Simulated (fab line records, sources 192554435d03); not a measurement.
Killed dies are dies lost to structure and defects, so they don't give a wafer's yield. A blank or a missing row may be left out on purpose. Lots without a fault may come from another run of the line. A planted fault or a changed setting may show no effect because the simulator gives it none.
Which tool did it? | flow n5_finfet | 9 lots, 27 wafers sampled, at 5 steps of a route of 1938

WHAT THE GAUGES READ, wafer by wafer
N5_HKMG_FIN_CD_MEAS_12: target cd 92.8 nm. Usual: cd_nm 92.2 nm, standard deviation 0.65.
lot  | measured     | on        | cd_nm (nm)     | flag
L929 | day 4 17:41  | cd_sem-02 | 92.9 93.6 93.0 |
L931 | day 5 02:01  | cd_sem-03 | 93.3 92.3 92.2 |
L932 | day 5 08:00  | cd_sem-02 | 91.5 91.9 91.3 |
L944 | day 8 08:02  | cd_sem-03 | 92.3 92.2 92.0 |
L945 | day 8 17:45  | cd_sem-01 | 91.8 92.1 91.8 |
L946 | day 8 22:52  | cd_sem-03 | 92.0 91.6 91.4 |
L948 | day 9 11:04  | cd_sem-03 | 93.0 91.6 92.9 |
L949 | day 9 17:25  | cd_sem-03 | 92.7 91.3 92.5 |
L950 | day 10 01:46 | cd_sem-01 | 91.6 92.1 91.5 |

N5_BEOL_M4_RC_MEAS_101. Usual: DIBL_N 35.9 mV/V, standard deviation 1.7; DIBL_P 35.8 mV/V, standard deviation 2.2; IOFF_N 0.15 nA/um, standard deviation 0.03; IOFF_P 0.21 nA/um, standard deviation 0.036; IOFF_P_85C 3.6 nA/um, standard deviation 0.52; IOFF_P_LIN 0.098 nA/um, standard deviation 0.013; IOFF_P_LONG 0.000103 nA/um, standard deviation 9.1e-06; ION_N 674 uA/um, standard deviation 12; ION_P 463 uA/um, standard deviation 7.2; SS_N 71.3 mV/dec, standard deviation 0.59; SS_P 73.1 mV/dec, standard deviation 0.69; VT_N 250 mV, standard deviation 3; VT_P -251 mV, standard deviation 3.2; VT_P_LONG -276.1 mV, standard deviation 2.5; VT_P_LVT -99.0 mV, standard deviation 2.9.
lot  | measured     | on        | DIBL_N (mV/V)  | DIBL_P (mV/V)  | IOFF_N (nA/um) | IOFF_P (nA/um) | IOFF_P_85C (nA/um) | IOFF_P_LIN (nA/um) | IOFF_P_LONG (nA/um)        | ION_N (uA/um) | ION_P (uA/um) | SS_N (mV/dec)  | SS_P (mV/dec)  | VT_N (mV)   | VT_P (mV)      | VT_P_LONG (mV)       | VT_P_LVT (mV)        | flag
L929 | day 8 09:34  | prober-01 | 34.2 33.6 34.9 | 33.4 33.0 34.2 | 0.13 0.12 0.14 | 0.20 0.19 0.20 | 3.4 3.3 3.5        | 0.096 0.095 0.097  | 0.000109 0.000111 0.000105 | 674 658 668   | 468 462 462   | 71.0 71.3 71.7 | 72.0 72.1 73.0 | 249 254 252 | -251 -250 -249 | -273.5 -274.2 -271.4 | -96.9 -97.7 -97.2    |
L931 | day 8 18:11  | prober-01 | 36.8 36.7 36.3 | 37.1 36.6 36.3 | 0.17 0.16 0.15 | 0.23 0.22 0.66 | 3.9 3.8 9.6        | 0.102 0.100 0.301  | 0.000102 0.0001 0.000221   | 676 678 678   | 469 469 519   | 71.6 71.8 71.7 | 73.7 73.8 73.7 | 250 252 251 | -248 -249 -218 | -275.8 -277.6 -250.8 | -96.0 -96.7 -64.2    | OFF
L932 | day 8 18:22  | prober-02 | 34.0 36.1 35.6 | 33.5 35.7 35.3 | 0.12 0.16 0.13 | 0.19 0.22 0.20 | 3.2 3.8 3.4        | 0.094 0.109 0.097  | 0.000111 0.000112 0.000117 | 662 679 662   | 460 470 464   | 70.9 70.9 70.7 | 72.6 72.7 72.9 | 253 248 252 | -251 -248 -249 | -272.3 -273.0 -274.9 | -98.8 -95.8 -98.9    |
L944 | day 12 07:35 | prober-01 | 32.6 34.0 33.3 | 32.8 34.3 33.3 | 0.12 0.14 0.12 | 0.17 0.19 0.17 | 3.1 3.4 3.1        | 0.089 0.094 0.088  | 0.000117 0.000114 0.000117 | 659 673 674   | 464 467 463   | 70.5 70.6 70.7 | 71.4 72.4 71.8 | 253 252 251 | -250 -250 -251 | -271.4 -272.9 -272.5 | -102.1 -100.7 -102.5 |
L945 | day 12 15:37 | prober-02 | 36.7 35.7 37.8 | 33.2 32.5 34.5 | 0.15 0.14 0.17 | 0.19 0.18 0.21 | 3.3 3.3 3.7        | 0.092 0.092 0.099  | 0.000105 0.000108 0.000102 | 676 680 683   | 463 466 467   | 71.3 71.3 71.7 | 72.7 72.5 73.6 | 250 250 248 | -251 -253 -251 | -276.9 -274.6 -275.0 | -101.6 -101.3 -99.5  |
L946 | day 13 04:11 | prober-01 | 33.5 32.6 36.3 | 33.8 31.7 35.8 | 0.13 0.11 0.17 | 0.19 0.17 0.22 | 3.3 3.0 3.8        | 0.097 0.087 0.106  | 0.00011 0.000108 0.000108  | 670 645 681   | 464 447 468   | 70.4 70.0 71.0 | 72.4 72.1 73.4 | 250 252 251 | -248 -251 -248 | -276.7 -273.8 -273.3 | -99.1 -100.5 -97.2   |
L948 | day 13 19:22 | prober-02 | 34.1 35.5 36.3 | 32.4 35.3 35.0 | 0.12 0.15 0.16 | 0.18 0.21 0.19 | 3.1 3.6 3.4        | 0.086 0.098 0.093  | 9.6e-05 0.000102 0.000106  | 653 675 675   | 456 463 461   | 71.3 71.6 71.5 | 72.6 72.9 73.0 | 251 251 249 | -252 -254 -253 | -277.2 -278.8 -274.2 | -101.1 -99.4 -100.1  |
L949 | day 13 22:01 | prober-02 | 35.8 37.6 34.1 | 36.1 38.6 33.2 | 0.15 0.19 0.12 | 0.21 0.25 0.16 | 3.7 4.2 2.9        | 0.102 0.113 0.084  | 0.000107 0.000109 0.000104 | 673 686 665   | 461 467 455   | 71.4 72.0 70.5 | 73.9 74.6 72.6 | 248 246 255 | -251 -249 -251 | -275.2 -274.5 -275.4 | -99.3 -97.9 -102.6   |
L950 | day 14 03:22 | prober-02 | 33.7 36.1 34.0 | 34.0 36.2 34.3 | 0.11 0.14 0.11 | 0.16 0.18 0.15 | 2.9 3.2 2.9        | 0.079 0.087 0.077  | 9.5e-05 9.2e-05 9.4e-05    | 667 675 658   | 464 457 457   | 70.3 71.2 70.8 | 72.1 73.5 72.1 | 256 254 255 | -255 -251 -255 | -279.1 -279.4 -277.7 | -105.9 -103.6 -105.6 |

WHICH TOOL RAN EACH LOT (tool, then ch and the chambers of the sampled wafers, then the start)
lot  | N5_HKMG_FIN_ETCH_54               | N5_HKMG_FIN_ALD_36                 | N5_HKMG_FIN_PWFM_ALD_03
L929 | rie_diel-02 ch 2,3, day 4 14:26   | ald_metal-01 ch 0,3, day 4 16:31   | ald_metal-03 ch 0,1, day 4 16:50
L931 | rie_diel-01 ch 0,1,2, day 4 22:38 | ald_metal-01 ch 0,3, day 5 00:52   | ald_metal-03 ch 1,2,3, day 5 01:11
L932 | rie_diel-02 ch 0,2,3, day 5 04:45 | ald_metal-04 ch 0,1,2, day 5 06:50 | ald_metal-03 ch 0,2,3, day 5 07:09
L944 | rie_diel-05 ch 0,1,3, day 8 04:46 | ald_metal-04 ch 0,1,2, day 8 06:53 | ald_metal-03 ch 0,1,3, day 8 07:11
L945 | rie_diel-01 ch 2,3, day 8 14:38   | ald_metal-03 ch 0,1,3, day 8 16:43 | ald_metal-01 ch 0,1, day 8 17:02
L946 | rie_diel-02 ch 1,2,3, day 8 19:38 | ald_metal-03 ch 0,1,3, day 8 21:43 | ald_metal-01 ch 1,2,3, day 8 22:02
L948 | rie_diel-05 ch 1,3, day 9 07:49   | ald_metal-03 ch 0,2,3, day 9 09:55 | ald_metal-04 ch 0,2,3, day 9 10:14
L949 | rie_diel-02 ch 1,2,3, day 9 14:17 | ald_metal-04 ch 0,1,2, day 9 16:23 | ald_metal-01 ch 0,2,3, day 9 16:42
L950 | rie_diel-05 ch 2,3, day 9 22:23   | ald_metal-01 ch 1,3, day 10 00:44  | ald_metal-03 ch 0,2,3, day 10 01:04
- N5_HKMG_FIN_ETCH_54: etches SiARC in CF4, target depth 45.5 nm, time 75.8 s.
- N5_HKMG_FIN_ALD_36: deposits TiN, target thk 1 nm, pulse time 1 s, purge time 3 s.
- N5_HKMG_FIN_PWFM_ALD_03: deposits TiN, target thk 2 nm, pulse time 1 s, purge time 3 s.

WHAT THE TOOLS THEMSELVES READ (means of the sampled wafers that have a number; where no wafer has one, the mark that the record gives instead)
N5_HKMG_FIN_ETCH_54. Usual: chamber_pressure_mTorr 39.99 mTorr, standard deviation 0.037; drypump_motor_current_A 5.9 A, standard deviation 0.45; etch_rf_on_time_s 75.4 s, standard deviation 1.7; oes_product_au 0.68 a.u., standard deviation 0.08; rf_vpp_V 184.3 V, standard deviation 1.1; showerhead_plenum_p_Torr 2.16 Torr, standard deviation 0.069; throttle_valve_pct 15.61 %, standard deviation 0.18.
lot  | tool        | chamber_pressure_mTorr (mTorr) | drypump_motor_current_A (A) | etch_rf_on_time_s (s) | oes_product_au (a.u.) | rf_vpp_V (V) | showerhead_plenum_p_Torr (Torr) | throttle_valve_pct (%) | flag
L929 | rie_diel-02 | 39.96                          | 6.4                         | 74.6                  | 0.75                  | 185.0        | 2.23                            | 15.38                  |
L931 | rie_diel-01 | 39.97                          | 5.6                         | 76.5                  | 0.61                  | 184.4        | 2.13                            | 15.87                  |
L932 | rie_diel-02 | 40.01                          | 6.3                         | 74.2                  | 0.72                  | 184.0        | 2.16                            | 15.46                  |
L944 | rie_diel-05 | 39.98                          | 5.8                         | 77.0                  | 0.65                  | 184.8        | 2.18                            | 15.64                  |
L945 | rie_diel-01 | 40.00                          | 5.5                         | 74.2                  | 0.74                  | 184.4        | 2.20                            | 15.60                  |
L946 | rie_diel-02 | 39.93                          | 6.1                         | 75.4                  | 0.66                  | 185.2        | 2.17                            | 15.56                  |
L948 | rie_diel-05 | 40.01                          | 5.7                         | 76.9                  | 0.68                  | 184.5        | 2.22                            | 15.57                  |
L949 | rie_diel-02 | 40.01                          | 6.2                         | 74.4                  | 0.66                  | 184.5        | 2.17                            | 15.57                  |
L950 | rie_diel-05 | 39.97                          | 5.6                         | 77.0                  | 0.78                  | 185.0        | 2.16                            | 15.46                  |

N5_HKMG_FIN_ALD_36. Usual: heater_power_w 862 W, standard deviation 65; precursor_pulse_height_rel 0.999, standard deviation 0.02.
lot  | tool         | heater_power_w (W) | precursor_pulse_height_rel | flag
L929 | ald_metal-01 | 871                | 0.989                      |
L931 | ald_metal-01 | 865                | 0.990                      |
L932 | ald_metal-04 | 864                | 1.018                      |
L944 | ald_metal-04 | 860                | 0.996                      |
L945 | ald_metal-03 | 833                | 1.005                      |
L946 | ald_metal-03 | 840                | 0.990                      |
L948 | ald_metal-03 | 863                | 0.999                      |
L949 | ald_metal-04 | 889                | 0.995                      |
L950 | ald_metal-01 | 881                | 1.006                      |

N5_HKMG_FIN_PWFM_ALD_03. Usual: heater_power_w 863 W, standard deviation 66; precursor_pulse_height_rel 0.998, standard deviation 0.021.
lot  | tool         | heater_power_w (W) | precursor_pulse_height_rel | flag
L929 | ald_metal-03 | 806                | 1.010                      |
L931 | ald_metal-03 | 830                | 0.996                      |
L932 | ald_metal-03 | 872                | 1.005                      |
L944 | ald_metal-03 | 836                | 0.994                      |
L945 | ald_metal-01 | 922                | 0.994                      |
L946 | ald_metal-01 | 875                | 1.008                      |
L948 | ald_metal-04 | 857                | 0.996                      |
L949 | ald_metal-01 | 906                | 1.000                      |
L950 | ald_metal-03 | 866                | 1.001                      |

THE ANSWER, worked out from the rows above alone
Rule: a lot is off if the mean of its wafers that have a number lies more than 3 standard deviations from the usual mean. A lot without any number at a reading at which 4 lots or more have one is off too. The other lots that the step has rows for count as sound. The gauges are gone through in route order, then the tools' own readings, and for those a lot's mean is taken as printed above. The first step at which some lot is off is used, and at that step the reading that is off furthest; a lot without a number counts as furthest.
Off: L931, at N5_BEOL_M4_RC_MEAS_101 (IOFF_P_LIN).
A tool fits if, at a process step before that reading, it ran every lot that is off, and no sound lot after the first of them. The gauges at N5_BEOL_M4_RC_MEAS_101 are tried like those tools. None of those tried fits.

WHAT THE SIMULATOR HAD PUT IN
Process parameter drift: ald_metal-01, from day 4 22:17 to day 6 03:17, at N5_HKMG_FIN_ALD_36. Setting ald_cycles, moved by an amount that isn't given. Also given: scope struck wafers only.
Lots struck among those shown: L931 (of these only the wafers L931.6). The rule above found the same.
